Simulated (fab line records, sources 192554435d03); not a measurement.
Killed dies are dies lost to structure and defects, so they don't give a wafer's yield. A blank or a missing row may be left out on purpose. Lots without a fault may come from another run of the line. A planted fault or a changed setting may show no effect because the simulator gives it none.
Chamber matching | flow n5_finfet | N5_HKMG_FIN_NWFM_ALD_20 on ald_metal-01: 4 sister chambers
The step deposits TiAlC, target thk 2 nm, pulse time 3 s, purge time 2 s. 8 wafers are shown with their chamber, then 10 later ones without.

WAFERS WITH THEIR CHAMBER
wafer  | chamber | heater_power_w (W) | precursor_pulse_height_rel
L082.3 | 2       | 462                | 1.009
L082.4 | 0       | 496                | 0.998
L082.5 | 3       | 504                | 0.974
L082.6 | 0       | 502                | 0.981
L084.5 | 1       | 489                | 0.969
L084.6 | 2       | 471                | 1.002
L086.1 | 3       | 511                | 1.012
L086.3 | 1       | 495                | 0.970

WAFERS WITHOUT THEIR CHAMBER
wafer  | heater_power_w (W) | precursor_pulse_height_rel
L086.4 | 468                | 0.997
L089.1 | 490                | 1.028
L089.3 | 494                | 0.977
L089.5 | 501                | 1.022
L093.1 | 469                | 1.011
L093.3 | 499                | 0.998
L093.4 | 483                | 1.002
L095.2 | 485                | 1.013
L095.3 | 498                | 0.995
L095.5 | 483                | 0.948

WHICH CHAMBER EACH WENT THROUGH
wafer  | from the rows above               | in truth
L086.4 | 2                                 | 2
L089.1 | can't be placed: 0 or 1 or 3 or 2 | 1
L089.3 | can't be placed: 1 or 0           | 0
L089.5 | can't be placed: 0 or 3 or 1      | 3
L093.1 | 2                                 | 2
L093.3 | can't be placed: 0 or 3 or 1      | 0
L093.4 | can't be placed: 1 or 2 or 0      | 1
L095.2 | can't be placed: 0 or 1 or 2 or 3 | 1
L095.3 | can't be placed: 0 or 3 or 1      | 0
L095.5 | can't be placed: 1 or 0           | 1
Placed correctly: 2 of 10. Can't be placed from these rows: 8 (the true chamber is among the candidates in 8). Placed wrongly: 0.
How it was worked out, from the rows above alone: a wafer's distance from a chamber is the root of the sum, over the readings, of the square of ((its reading less the chamber's mean) divided by the reading's scatter). The wafer belongs to the nearest chamber; if the next one is less than 2 further off, it can't be placed. A chamber's mean is the mean of its shown wafers. The scatter: the root of (the sum of the squares of (reading less its chamber's mean) over the shown wafers, divided by (wafers less chambers)).
